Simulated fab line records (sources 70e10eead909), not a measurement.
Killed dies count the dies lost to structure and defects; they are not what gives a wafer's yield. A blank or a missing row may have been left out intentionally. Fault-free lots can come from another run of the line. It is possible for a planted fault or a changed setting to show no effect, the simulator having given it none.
Matching of chambers / flow nand-harc / 4 sister chambers for NHARC_A_CHANNEL_FILL_D1_ALD_16 on ald-hk-02
The step deposits SiO2, target thk 1.5 nm, pulse time 10 s, ald cycles 15. 4 wafers are shown with their chamber, then 9 later ones without.

EACH WAFER AND ITS CHAMBER
wafer=L315.1; chamber=0; heater-power-w (W)=425
wafer=L315.2; chamber=3; heater-power-w (W)=451
wafer=L317.1; chamber=1; heater-power-w (W)=413
wafer=L317.6; chamber=2; heater-power-w (W)=504

WAFERS MISSING THEIR CHAMBER
wafer=L324.2; heater-power-w (W)=426
wafer=L324.4; heater-power-w (W)=496
wafer=L324.5; heater-power-w (W)=436
wafer=L325.3; heater-power-w (W)=446
wafer=L325.4; heater-power-w (W)=420
wafer=L325.6; heater-power-w (W)=436
wafer=L326.1; heater-power-w (W)=456
wafer=L326.3; heater-power-w (W)=438
wafer=L326.6; heater-power-w (W)=442

CHAMBER TAKEN BY EACH
wafer=L324.2; from the rows above=can't be placed: 0 or 1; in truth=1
wafer=L324.4; from the rows above=2; in truth=2
wafer=L324.5; from the rows above=can't be placed: 0 or 3 or 1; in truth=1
wafer=L325.3; from the rows above=can't be placed: 3 or 0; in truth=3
wafer=L325.4; from the rows above=can't be placed: 0 or 1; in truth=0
wafer=L325.6; from the rows above=can't be placed: 0 or 3 or 1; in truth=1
wafer=L326.1; from the rows above=3; in truth=3
wafer=L326.3; from the rows above=can't be placed: 0 or 3 or 1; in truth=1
wafer=L326.6; from the rows above=can't be placed: 3 or 0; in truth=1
Correct placement for 2 of the 9. Unplaceable from these rows: 7, with the true chamber sitting among the candidates in 6. Number placed wrongly: 0.
How it was worked out, from the rows above alone: a wafer's distance from a chamber is the root of the sum, over the readings, of the square of ((its reading less the chamber's mean) divided by the reading's scatter). If the next closest chamber is less than 2 further off than the closest, the wafer can't be placed; otherwise it belongs to the closest. The mean given for a chamber averages the wafers shown for that chamber. The scatter: root of mean squared gap, hidden wafer to nearest shown wafer, with one shown wafer a chamber.
